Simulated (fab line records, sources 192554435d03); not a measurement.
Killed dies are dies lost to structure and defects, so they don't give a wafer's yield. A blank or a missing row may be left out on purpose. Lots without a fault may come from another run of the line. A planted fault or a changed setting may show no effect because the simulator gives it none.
Split-lot experiment | flow n5_finfet | 7 lots, 21 wafers read, on a route of 1938 steps

THE SPLIT
At N5_BEOL_M5_EXPOSE_08 (exposes mask M5, target cd 28 nm), the setting dose_mj was moved away from the recipe's 35.75 on 5 of the 21 wafers read, by -6.7% to +4.0%. The other wafers ran this setting at the recipe's value.

FROM THE SPLIT TO THE READING: what the file shows between them, 23 steps
- N5_BEOL_M5_PEB_09: peb time 60 s
- N5_BEOL_M5_DEVELOP_10: develop time 30 s
- N5_BEOL_M5_CD_MEAS_11: target cd 27.74 nm
- N5_BEOL_M5_DESCUM_16: chemistry O2, time 7 s
- N5_BEOL_M5_ETCH_72: etches underlayer in N2/H2, target depth 6.5 nm, time 5.2 s
- N5_BEOL_M5_ETCH_61: etches SiARC in CF4, target depth 15.6 nm, time 26 s
- N5_BEOL_M5_ETCH_62: etches SOC in N2/H2, target depth 75 nm, overetch 15 nm, time 112.5 s
- N5_BEOL_M5_STRIP_63: strips in N2/H2
- N5_BEOL_M5_STRIP_73: strips in N2/H2
- N5_BEOL_M5_HM_OPEN_17: chemistry Cl2/BCl3, target TiN, target depth 20 nm, overetch 6 nm
- N5_BEOL_M5_STRIP_19: strips in O2
- N5_BEOL_M5_CD_MEAS_18: pitch 56 nm, target cd 28 nm
- N5_BEOL_M5_COAT_65: time 60 s, resist thk 60 nm
- N5_BEOL_M5_COAT_66: time 60 s, resist thk 12 nm
- N5_BEOL_M5_DESCUM_33: chemistry O2, time 7 s
- N5_BEOL_M5_ETCH_75: etches underlayer in N2/H2, target depth 6.5 nm, time 5.2 s
- N5_BEOL_M5_ETCH_67: etches SiARC in CF4, target depth 15.6 nm, time 26 s
- N5_BEOL_M5_ETCH_68: etches SOC in N2/H2, target depth 80 nm, overetch 16 nm, time 120 s
- N5_BEOL_M5_STRIP_91: strips in N2/H2, time 10 s
- N5_BEOL_M5_HM_STRIP_39: strips TiN in peroxide tin strip, target depth 25 nm, time 158 s
- N5_BEOL_M5_SRD_40: time 30 s
- N5_BEOL_M5_PRECLEAN_42: cleans in residue remover, time 60 s
- N5_BEOL_M5_SRD_43: time 30 s

THE READING
cd_nm, in nm, at N5_BEOL_M5_CD_MEAS_35 (target cd 28 nm, target cd y 24 nm). Fault-free wafers of this fab line usually give 28.1 nm, standard deviation 0.37 nm.

wafer  | tool, chamber at the split | dose_mj as run | against the recipe | cd_nm, nm | against lot-mates on the recipe
L075.1 | euv_scanner-01, 0          | 35.75          | recipe             | 28.3      | -
L075.4 | euv_scanner-01, 0          | 33.35          | -6.7%              | 26.8      | -1.5
L075.5 | euv_scanner-01, 0          | 33.35          | -6.7%              | 26.2      | -2.1
L080.3 | euv_scanner-01, 0          | 35.75          | recipe             | 27.5      | -
L080.4 | euv_scanner-01, 0          | 35.75          | recipe             | 27.8      | -
L080.6 | euv_scanner-01, 0          | 35.75          | recipe             | 27.9      | -
L085.4 | euv_scanner-01, 0          | 35.75          | recipe             | 27.6      | -
L085.5 | euv_scanner-01, 0          | 33.88          | -5.2%              | 26.6      | -0.9
L085.6 | euv_scanner-01, 0          | 35.75          | recipe             | 27.3      | -
L083.3 | euv_scanner-02, 0          | 35.75          | recipe             | 27.5      | -
L083.5 | euv_scanner-02, 0          | 35.75          | recipe             | 28.1      | -
L083.6 | euv_scanner-02, 0          | 35.75          | recipe             | 28.4      | -
L084.1 | euv_scanner-02, 0          | 35.75          | recipe             | 27.6      | -
L084.2 | euv_scanner-02, 0          | 35.75          | recipe             | 28.3      | -
L084.5 | euv_scanner-02, 0          | 35.75          | recipe             | 28.0      | -
L090.2 | euv_scanner-02, 0          | 37.18          | +4.0%              | 29.3      | +0.9
L090.3 | euv_scanner-02, 0          | 37.18          | +4.0%              | 29.4      | +1.0
L090.6 | euv_scanner-02, 0          | 35.75          | recipe             | 28.4      | -
L092.1 | euv_scanner-02, 0          | 35.75          | recipe             | 28.0      | -
L092.2 | euv_scanner-02, 0          | 35.75          | recipe             | 27.8      | -
L092.4 | euv_scanner-02, 0          | 35.75          | recipe             | 28.3      | -

THE FIT
A straight line over all 21 wafers: cd_nm changes by +0.255 nm for each +1% of dose_mj; r = +0.89; the points scatter about the line by 0.36 nm.
The same after taking each lot's own level away (the mean of its wafers on the recipe; 21 wafers): +0.242 nm for each +1%; r = +0.93; scatter 0.27 nm.
On that fit, the largest move of dose_mj shifts the reading by 1.6 nm.
The lots' own levels span 27.45 to 28.40 nm, that is 2.6 times the standard deviation above.
So the lot-to-lot level changes the slope little: the two slopes agree.
Check: with one of the wafers moved furthest among these (-6.7%) left out of the fit, the line predicts -1.68 nm for it against its lot-mates. It came out at -1.5 nm against them.

THE WHOLE CHAIN: every reading that the file lists as answering this split, in the file's order
step                  | what it does                                                          | reading                                                        | change (the file's fit)               | r (the file's)
N5_BEOL_M5_CD_MEAS_11 | target cd 27.74 nm                                                    | cd_nm                                                          | +0.272 nm for each +1% of the setting | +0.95
N5_BEOL_M5_DESCUM_16  | chemistry O2, time 7 s                                                | BEOL_M5.cd_nm (the simulator's own value, which no gauge read) | +0.274 nm for each +1% of the setting | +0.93
N5_BEOL_M5_ETCH_72    | etches underlayer in N2/H2, target depth 6.5 nm, time 5.2 s           | BEOL_M5.cd_nm (the simulator's own value, which no gauge read) | +0.256 nm for each +1% of the setting | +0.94
N5_BEOL_M5_ETCH_62    | etches SOC in N2/H2, target depth 75 nm, overetch 15 nm, time 112.5 s | BEOL_M5.cd_nm (the simulator's own value, which no gauge read) | +0.244 nm for each +1% of the setting | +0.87
N5_BEOL_M5_CD_MEAS_18 | pitch 56 nm, target cd 28 nm                                          | cd_nm                                                          | +0.258 nm for each +1% of the setting | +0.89
N5_BEOL_M5_ETCH_75    | etches underlayer in N2/H2, target depth 6.5 nm, time 5.2 s           | BEOL_M5.cd_nm (the simulator's own value, which no gauge read) | +0.276 nm for each +1% of the setting | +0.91
N5_BEOL_M5_CD_MEAS_35 | target cd 28 nm, target cd y 24 nm                                    | cd_nm                                                          | +0.231 nm for each +1% of the setting | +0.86

THE FILE'S OWN FIT
cd_nm changes by +0.231 nm for each +1% of dose_mj, r = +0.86.
